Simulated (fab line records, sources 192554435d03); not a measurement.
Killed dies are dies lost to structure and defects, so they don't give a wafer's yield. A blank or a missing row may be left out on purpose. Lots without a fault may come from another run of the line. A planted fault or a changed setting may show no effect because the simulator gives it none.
Chamber matching | flow n5_finfet | N5_FIN_SAQP_SPACER1_ETCHBACK_25 on rie_diel-02: 4 sister chambers
The step etches SiO2 in CHF3/O2, target depth 24.4 nm, time 12.2 s. 33 wafers are shown with their chamber, then 12 later ones without.

WAFERS WITH THEIR CHAMBER
wafer  | chamber | drypump_motor_current_A (A) | throttle_valve_pct (%) | showerhead_plenum_p_Torr (Torr)
L074.2 | 3       | 5.7                         | 18.92                  | 2.38
L074.3 | 2       | 5.2                         | 18.54                  | 2.53
L074.5 | 2       | 5.2                         | 18.54                  | 2.53
L077.1 | 3       | 5.7                         | 18.91                  | 2.38
L077.2 | 2       | 5.2                         | 18.54                  | 2.53
L077.5 | 1       | 5.5                         | 19.17                  | 2.40
L079.1 | 3       | 5.7                         | 18.91                  | 2.38
L079.2 | 2       | 5.2                         | 18.55                  | 2.52
L079.3 | 0       | 6.3                         | 19.06                  | 2.45
L082.1 | 3       | 5.7                         | 18.91                  | 2.38
L082.2 | 1       | 5.4                         | 19.18                  | 2.39
L082.5 | 0       | 6.3                         | 19.04                  | 2.45
L083.1 | 0       | 6.3                         | 19.04                  | 2.45
L083.2 | 2       | 5.2                         | 18.59                  | 2.52
L083.5 | 1       | 5.5                         | 19.18                  | 2.39
L084.2 | 2       | 5.2                         | 18.58                  | 2.52
L084.4 | 1       | 5.5                         | 19.18                  | 2.39
L084.6 | 2       | 5.2                         | 18.58                  | 2.52
L085.3 | 3       | 5.7                         | 18.94                  | 2.38
L085.5 | 2       | 5.2                         | 18.59                  | 2.52
L085.6 | 1       | 5.5                         | 19.19                  | 2.39
L086.1 | 3       | 5.7                         | 18.95                  | 2.37
L086.2 | 0       | 6.3                         | 19.06                  | 2.45
L086.4 | 1       | 5.5                         | 19.19                  | 2.39
L087.4 | 0       | 6.3                         | 19.07                  | 2.44
L087.5 | 3       | 5.7                         | 18.95                  | 2.37
L087.6 | 0       | 6.3                         | 19.09                  | 2.44
L090.1 | 2       | 5.2                         | 18.60                  | 2.51
L090.2 | 1       | 5.5                         | 19.21                  | 2.39
L090.4 | 0       | 6.3                         | 19.07                  | 2.44
L091.1 | 2       | 5.2                         | 18.59                  | 2.51
L091.3 | 1       | 5.5                         | 19.21                  | 2.39
L091.6 | 2       | 5.3                         | 18.58                  | 2.51

SIGNATURES (means of the wafers above)
reading                  | chamber 0 | chamber 1 | chamber 2 | chamber 3 | scatter within a chamber
drypump_motor_current_A  | 6.300     | 5.487     | 5.209     | 5.700     | 0.0248
throttle_valve_pct       | 19.0614   | 19.1887   | 18.5709   | 18.9271   | 0.0195
showerhead_plenum_p_Torr | 2.4457    | 2.3913    | 2.5200    | 2.3771    | 0.00588
Rule: a wafer's distance from a chamber is the root of the sum, over the readings, of the square of ((its reading less the chamber's mean) divided by the reading's scatter). The wafer belongs to the nearest chamber; if the next one is less than 2 further off, it can't be placed. The scatter: the root of (the sum of the squares of (reading less its chamber's mean) over the shown wafers, divided by (wafers less chambers)).

WAFERS WITHOUT THEIR CHAMBER
wafer  | drypump_motor_current_A (A) | throttle_valve_pct (%) | showerhead_plenum_p_Torr (Torr)
L093.1 | 6.3                         | 19.10                  | 2.44
L093.3 | 5.7                         | 18.96                  | 2.37
L093.5 | 5.5                         | 19.21                  | 2.39
L094.1 | 5.5                         | 19.22                  | 2.38
L094.2 | 6.3                         | 19.11                  | 2.44
L094.5 | 5.2                         | 18.61                  | 2.51
L095.1 | 5.5                         | 19.21                  | 2.38
L095.5 | 5.2                         | 18.61                  | 2.51
L095.6 | 5.5                         | 19.21                  | 2.38
L096.3 | 6.3                         | 19.09                  | 2.44
L096.5 | 6.4                         | 19.11                  | 2.44
L096.6 | 5.5                         | 19.21                  | 2.38

WHICH CHAMBER EACH WENT THROUGH
wafer  | from the rows above | in truth
L093.1 | 0                   | 0
L093.3 | 3                   | 3
L093.5 | 1                   | 1
L094.1 | 1                   | 1
L094.2 | 0                   | 0
L094.5 | 2                   | 2
L095.1 | 1                   | 1
L095.5 | 2                   | 2
L095.6 | 1                   | 1
L096.3 | 0                   | 0
L096.5 | 0                   | 0
L096.6 | 1                   | 1
Placed correctly: 12 of 12. Can't be placed from these rows: 0. Placed wrongly: 0.
